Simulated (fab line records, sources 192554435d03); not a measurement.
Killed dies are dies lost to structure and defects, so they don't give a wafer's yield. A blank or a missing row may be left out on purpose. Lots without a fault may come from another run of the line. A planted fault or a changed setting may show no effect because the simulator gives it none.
Chamber matching | flow n5_finfet | N5_BEOL_M1_PRE_CLEAN_60 on cvd_co-01: 3 sister chambers
The step time 15 s. 20 wafers are shown with their chamber, then 10 later ones without.

WAFERS WITH THEIR CHAMBER
wafer  | chamber | heater_power_w (W)
L074.3 | 2       | 50
L074.4 | 1       | 121
L074.6 | 0       | 127
L076.1 | 2       | 51
L076.4 | 1       | 123
L076.6 | 0       | 127
L078.2 | 0       | 130
L078.3 | 1       | 126
L078.6 | 0       | 126
L081.3 | 1       | 127
L081.5 | 0       | 125
L081.6 | 2       | 52
L083.1 | 1       | 126
L083.4 | 1       | 126
L083.6 | 0       | 129
L087.1 | 2       | 51
L087.3 | 2       | 51
L087.5 | 0       | 128
L088.1 | 2       | 52
L088.4 | 2       | 51

SIGNATURES (means of the wafers above)
reading        | chamber 0 | chamber 1 | chamber 2 | scatter within a chamber
heater_power_w | 127.43    | 124.83    | 51.14     | 1.67
Rule: a wafer's distance from a chamber is the root of the sum, over the readings, of the square of ((its reading less the chamber's mean) divided by the reading's scatter). The wafer belongs to the nearest chamber; if the next one is less than 2 further off, it can't be placed. The scatter: the root of (the sum of the squares of (reading less its chamber's mean) over the shown wafers, divided by (wafers less chambers)).

WAFERS WITHOUT THEIR CHAMBER
wafer  | heater_power_w (W)
L088.5 | 128
L091.1 | 52
L091.2 | 129
L091.4 | 52
L092.1 | 125
L092.2 | 131
L092.3 | 52
L093.1 | 51
L093.3 | 126
L093.4 | 126

WHICH CHAMBER EACH WENT THROUGH
wafer  | from the rows above     | in truth
L088.5 | can't be placed: 0 or 1 | 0
L091.1 | 2                       | 2
L091.2 | can't be placed: 0 or 1 | 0
L091.4 | 2                       | 2
L092.1 | can't be placed: 1 or 0 | 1
L092.2 | can't be placed: 0 or 1 | 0
L092.3 | 2                       | 2
L093.1 | 2                       | 2
L093.3 | can't be placed: 1 or 0 | 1
L093.4 | can't be placed: 1 or 0 | 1
Placed correctly: 4 of 10. Can't be placed from these rows: 6 (the true chamber is among the candidates in 6). Placed wrongly: 0.
